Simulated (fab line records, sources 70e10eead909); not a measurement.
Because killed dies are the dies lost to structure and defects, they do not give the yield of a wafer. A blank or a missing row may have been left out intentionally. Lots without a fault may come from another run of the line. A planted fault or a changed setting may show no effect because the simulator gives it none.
Struck lot and sound lot, side by side -- flow nand-harc -- 17 out of 1302 route steps
Sound: these wafers, L584.1, L584.5, L584.6. Wafers struck: L572.2, L572.3, L572.5. The cause comes at the end.
Each step with rows lists, per side, the tool, then ch with its chambers, then its first start. Under that, the readings that differ: sound wafers -- struck wafers -- difference of the means -- sigmas: that difference in standard deviations of wafers without a fault.
alike: words and numbers the same on both sides, and readings whose means are apart by under 2 such deviations; not compared: readings that were withheld, readings missing a value for some wafer, numbers with overlapping values and no deviation given by the record, and bounds like >300 which may hide the same value.
The two part at a step that has a row with sigmas, a row that says differs or no value, or rows on one side only. Numbers that have no deviation but don't overlap get no sigmas and don't part them. A reading missing from all wafers of one side parts the sides only when that side holds two or more wafers.

NHARC_P_M1_INSPECT_11:
  sound: defect-inspect-01 at day 13 11:47; struck: defect-inspect-01 at day 8 09:51
reading,sound,struck,difference,sigmas
raw-defect-count,8 8 11,4 3 4,-5,-2
NHARC_P_M1_DESCUM_14: chemistry O2, time 3 s.
  sound on rie-diel-12 ch 0,3, day 13 11:52; struck on rie-diel-09 ch 0,3, day 8 09:55
  alike: drypump-motor-current-A, o2-flow-sccm, oes-product-au, rf-vpp-V, showerhead-plenum-p-Torr, throttle-valve-pct
  not compared: rf-hours-counter-h
NHARC_P_M1_ETCH_35: etches the open film in N2/H2, target depth 40 nm, overetch 12 nm, time 43.94 s.
  sound on rie-diel-12 ch 0,1, day 13 11:57; struck on rie-diel-09 ch 1,2, day 8 09:59
  alike: bias-w, drypump-motor-current-A, oes-product-au, rf-vpp-V, showerhead-plenum-p-Torr, throttle-valve-pct
  not compared: rf-hours-counter-h
NHARC_P_M1_ETCH_15: etches the open film in C4F8/Ar, target depth 182.5 nm, time 91.2 s.
  sound on rie-diel-12 ch 0,3; struck on rie-diel-09 ch 1,2,3
  alike: bias-w, oes-product-au, rf-vpp-V
  not compared: rf-hours-counter-h
NHARC_P_M1_CD_MEAS_16:
  sound: cd-sem-01 at day 13 12:10; struck: cd-sem-03 at day 8 10:13
  alike: cd-nm
then, 6 steps without rows for these wafers: NHARC_P_M1_STRIP_18 (strips in N2/H2); NHARC_P_M1_ETCH_28 (etches the open film in CF4/N2, target depth 30 nm, time 72.99 s); NHARC_P_M1_STRIP_19 (strips in post etch residue remover, time 600 s); NHARC_P_M1_DEGAS_29 (time 60 s); NHARC_P_M1_PRE_CLEAN_30 (time 30 s); NHARC_P_M1_PVD_20 (deposits TaN, target thk 5 nm, time 8.06 s).
NHARC_P_M1_PVD_21: deposits Cu, target thk 30 nm, time 20.49 s.
  sound on pvd-sputter-01; struck on pvd-sputter-02
  alike: throttle-valve-pct
NHARC_P_M1_ECD_22: material Cu, target thk 400 nm.
  sound on ecd-cu-01 ch 0,1, day 13 13:14; struck on ecd-cu-01 ch 0,1, day 8 11:55
NHARC_P_M1_ANNEAL_31: time 90 s.
  sound on rtp-anneal-02 ch 0, day 13 13:37; struck on rtp-anneal-02 ch 0, day 8 12:30
  alike: wafer_temp_C_max
NHARC_P_M1_CMP_23: polishes, t overpolish 20 s, target thk 157.82 nm.
  sound on cmp-02 ch 2,3, day 13 13:59; struck on cmp-02 ch 0,2, day 8 12:49
reading,sound,struck,difference,sigmas
time-to-endpoint-s (s),28.2 26.6 24.8,62.6 59.2 62.2,+34.8,+17
  alike: motor-current-A
NHARC_P_M1_THK_MEAS_24: measures by xrf.
  sound: film-metro-02 at day 13 14:16; struck: film-metro-02 at day 8 13:07
  alike: thk-nm
-- jump in the record: it breaks off in module P_M1 and resumes in module END (first step shown: number 1302 of the route), and 19 days separate the struck wafers' starts before and after --
NHARC_END_SORT_01:
  sound on prober-02 ch 0, day 32 09:55; struck on prober-02 ch 0, day 27 01:37
reading,sound,struck,difference,sigmas
defect-limited-yield (%),93.2 92.6 93.5,87.3 87.1 87.9,-5.7,-2
killed-at-array,37 41 29,86 85 81,+48,+3
killed-at-periphery,8 8 13,0 1 1,-9,-3
killed-dies,46 50 44,86 87 82,+38,+2
  alike: killed-at-other, killed-open, killed-short

WHERE THEY PART
Last at NHARC_END_SORT_01 as far as this record goes, first at NHARC_P_M1_INSPECT_11.

WHY: what had been put in by the simulator
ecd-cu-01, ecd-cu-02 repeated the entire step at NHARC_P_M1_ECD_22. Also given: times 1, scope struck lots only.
